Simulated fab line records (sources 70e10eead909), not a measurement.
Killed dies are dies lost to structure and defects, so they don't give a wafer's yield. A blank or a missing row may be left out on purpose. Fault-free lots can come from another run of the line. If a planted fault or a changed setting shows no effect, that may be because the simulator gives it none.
A lot that was struck, set against a sound lot -- flow nand harc -- 13 out of 1159 route steps
Sound: these wafers, L100.1, L100.5, L100.6. The struck wafers were L114.1, L114.3. At the end, the cause is stated.
For every step that has rows: the tool of each side, followed by ch and its chambers, followed by its first start. Under that, the readings that differ: sound wafers -- struck wafers -- difference of the means -- sigmas: that difference in standard deviations of wafers without a fault.
alike: a reading whose means differ by less than 2 such deviations, as well as words and numbers matching on both sides. not compared: withheld readings; readings where some wafer has no value; bounds like >300 that might hide an equal value; numbers whose values overlap and for which the record gives no deviation.
A row with sigmas, a row that says differs or no value, or rows on one side alone: a step with any of these is where the two part. Numbers that don't overlap but have no deviation are shown without sigmas and don't part them. A reading missing from all wafers of one side parts the sides only when that side holds two or more wafers.

first, 3 steps without rows for these wafers: NHARC_A_STAIRCASE_PEB_215 (peb time 130 s); NHARC_A_STAIRCASE_DEVELOP_216 (time 140 s); NHARC_A_STAIRCASE_HARDBAKE_218 (time 140 s).
NHARC_A_STAIRCASE_DESCUM_219: chemistry O2, time 3 s.
  sound on rie diel-12 ch 0,3, day 11 20:47; struck on rie diel-02 ch 0,2, day 15 15:16
reading,sound,struck,difference,sigmas
showerhead plenum p Torr (Torr),2.07 2.00 2.07,1.88 1.79,-0.21,-2
throttle valve pct (%),11.303 11.294 11.283,11.307 11.328,+0.024,+3
  alike: drypump motor current A, oes product au, rf vpp V
  not compared: rf hours counter h
NHARC_A_STAIRCASE_TRIM_220: chemistry O2, time 211.2 s.
  sound on rie diel-12 ch 0,1,2, day 11 20:57; struck on rie diel-02 ch 2,3, day 15 15:20
reading,sound,struck,difference,sigmas
rf vpp V (V),58.9 58.0 59.0,57.9 55.1,-2.1,-2
showerhead plenum p Torr (Torr),3.80 3.77 3.57,3.47 3.30,-0.33,-2
  alike: drypump motor current A, oes product au, throttle valve pct
  not compared: rf hours counter h
then, 2 steps without rows for these wafers: NHARC_A_STAIRCASE_ETCH_221 (etches the open film in C4F8/O2, target depth 100 nm, time 40.5 s); NHARC_A_STAIRCASE_TRIM_222 (chemistry O2, time 211.2 s).
NHARC_A_STAIRCASE_ETCH_223: etches the open film in C4F8/O2, target depth 100 nm, time 40.5 s.
  sound: rie diel-12 ch 0,1,2; struck: rie diel-02 ch 0,3
reading,sound,struck,difference,sigmas
oes product au (a.u.),0.933 0.927 0.923,0.953 0.958,+0.028,+2
rf vpp V (V),898 904 904,889 889,-13,-2
  alike: run length s
  not compared: rf hours counter h
then, 1 step without rows for these wafers: NHARC_A_STAIRCASE_TRIM_224 (chemistry O2, time 211.2 s).
NHARC_A_STAIRCASE_ETCH_225: etches the open film in C4F8/O2, target depth 100 nm, time 40.5 s.
  sound: rie diel-12 ch 0,1; struck: rie diel-02 ch 0,3
reading,sound,struck,difference,sigmas
rf vpp V (V),904 906 905,888 889,-16,-3
  alike: oes product au, run length s
  not compared: rf hours counter h
NHARC_A_STAIRCASE_TRIM_226: chemistry O2, time 211.2 s.
  sound: rie diel-12 ch 2,3; struck: rie diel-02 ch 1,3
  alike: drypump motor current A, oes product au, rf vpp V, showerhead plenum p Torr, throttle valve pct
  not compared: rf hours counter h
NHARC_A_STAIRCASE_ETCH_227: etches the open film in C4F8/O2, target depth 100 nm, time 40.5 s.
  sound on rie diel-12 ch 2,3, day 11 21:53; struck on rie diel-02 ch 0,1, day 15 16:32
reading,sound,struck,difference,sigmas
rf vpp V (V),903 902 898,888 889,-12,-2
run length s (s),62.5 62.5 61.2,50.7 50.5,-11.5,-23
  alike: oes product au
  not compared: rf hours counter h
-- the record jumps here: 8 days lie between the struck wafers' starts before and after (it left off in module A_STAIRCASE and takes up again in module END, whose first step shown is number 1159 of the route) --
NHARC_END_SORT_01:
  sound on prober-01 ch 0, day 19 23:37; struck on prober-01 ch 0, day 23 16:32
reading,sound,struck,difference,sigmas
killed at array,21 15 13,667 672,+653,+54
killed dies,36 25 25,676 677,+648,+54
  alike: killed at other, killed at periphery, killed open, killed short

## WHERE THEY PART
Last at NHARC_END_SORT_01 as far as this record goes, first at NHARC_A_STAIRCASE_DESCUM_219.

WHY: whatever the simulator had introduced
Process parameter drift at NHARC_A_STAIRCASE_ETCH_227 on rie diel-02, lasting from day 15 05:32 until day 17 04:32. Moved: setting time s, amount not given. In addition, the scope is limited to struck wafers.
